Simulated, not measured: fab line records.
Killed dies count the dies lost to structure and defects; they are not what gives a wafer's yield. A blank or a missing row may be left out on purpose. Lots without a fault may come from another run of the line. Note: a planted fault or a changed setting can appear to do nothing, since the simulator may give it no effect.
A struck lot beside a sound one | flow n5_finfet | 16 steps out of a route of 1938
Sound: the wafers L248.1, L248.2, L248.3. Struck: wafers L253.2, L253.3, L253.4. The cause is named last.
Order at every step that has rows: each side's tool, ch and its chambers, its first start. Under that, the readings that differ: sound wafers | struck wafers | difference of the means | sigmas: that difference in standard deviations of wafers without a fault.
alike: a reading whose means differ by less than 2 such deviations, as well as words and numbers matching on both sides. not compared: withheld readings; readings where some wafer has no value; bounds like >300 that might hide an equal value; numbers whose values overlap and for which the record gives no deviation.
A row with sigmas, a row that says differs or no value, or rows on one side alone: a step with any of these is where the two part. Non-overlapping numbers with no deviation appear without sigmas and do not part them. A reading missing from all wafers of one side parts the sides only when that side holds two or more wafers.

first, 3 steps without rows for these wafers: N5_BEOL_M1_DEGAS_44 (time 60 s); N5_BEOL_M1_PRE_CLEAN_45 (time 30 s); N5_BEOL_M1_ALD_84 (deposits TaN, pulse time 2 s, purge time 3 s, co reactant purge time 2 s).
N5_BEOL_M1_SURFACE_TREAT_85:
  sound on pvd_sputter-02 at day 8 23:57; struck on pvd_sputter-01 at day 9 22:56
  alike: ar_flow_sccm
  not compared: throttle_valve_pct
then, 1 step without rows for these wafers: N5_BEOL_M1_CVD_47 (deposits Co from CCTBA/H2, target thk 3 nm, time 223.8 s).
N5_BEOL_M1_SPUTTER_48: material Cu, target thk 4.5 nm, time 8.29 s.
  sound on pvd_sputter-03 at day 9 00:20; struck on pvd_sputter-03 at day 9 23:14
  alike: chamber_pressure_pa, throttle_valve_pct
then, 1 step without rows for these wafers: N5_BEOL_M1_ANNEAL_49 (time 240 s).
N5_BEOL_M1_SPUTTER_79: material Cu, target thk 4.5 nm, time 8.29 s.
  sound on pvd_sputter-03 at day 9 00:34; struck on pvd_sputter-03 at day 9 23:28
  alike: chamber_pressure_pa, throttle_valve_pct
N5_BEOL_M1_ANNEAL_80: time 240 s.
  sound on pvd_sputter-03 at day 9 00:38; struck on pvd_sputter-03 at day 9 23:32
  alike: heater_power_w, susceptor_temp_C
then, 1 step without rows for these wafers: N5_BEOL_M1_SPUTTER_81 (material Cu, target thk 4.5 nm, time 8.29 s).
N5_BEOL_M1_ANNEAL_82: time 240 s.
  sound on pvd_sputter-03 at day 9 00:52; struck on pvd_sputter-03 at day 9 23:46
  alike: heater_power_w, susceptor_temp_C
then, 1 step without rows for these wafers: N5_BEOL_M1_SPUTTER_86 (material Cu, target thk 4.5 nm, time 8.29 s).
N5_BEOL_M1_ANNEAL_87: time 240 s.
  sound on pvd_sputter-03 at day 9 01:05; struck on pvd_sputter-03 at day 9 23:59
  no value came back on the struck wafers for heater_power_w (W), susceptor_temp_C (C); on the sound wafers heater_power_w (W) reads 862 839 791
then, 1 step without rows for these wafers: N5_BEOL_M1_SPUTTER_88 (material Cu, target thk 4.5 nm, time 8.29 s).
N5_BEOL_M4_RC_MEAS_101:
  sound on prober-01 ch 0, day 10 14:41; struck on prober-01 ch 0, day 11 05:48
  alike: DIBL_N, DIBL_P, IOFF_N, IOFF_P, ION_N, ION_P, SS_N, SS_P, VT_N, VT_P
-- the record jumps here: 5 days lie between the struck wafers' starts before and after (it left off in module BEOL_M4 and takes up again in module PASSIVATION, whose first step shown is number 1936 of the route) --
N5_PASSIVATION_PROBE_49:
  sound on prober-02 at day 15 12:40; struck on prober-02 at day 15 19:35
  alike: defect_limited_yield, killed_at_M0_to_M3, killed_at_M4_up, killed_at_contacts, killed_at_front_end, killed_at_other, killed_dies, killed_open, killed_short, sort_bin_5_function, sort_bin_6_memory, sort_n_pass, sort_yield_pct

## WHERE THEY PART
Only at N5_BEOL_M1_ANNEAL_87, within this record. Later steps at which nothing parts them and some readings are alike: N5_BEOL_M4_RC_MEAS_101, N5_PASSIVATION_PROBE_49.

WHY: what the simulator had put in
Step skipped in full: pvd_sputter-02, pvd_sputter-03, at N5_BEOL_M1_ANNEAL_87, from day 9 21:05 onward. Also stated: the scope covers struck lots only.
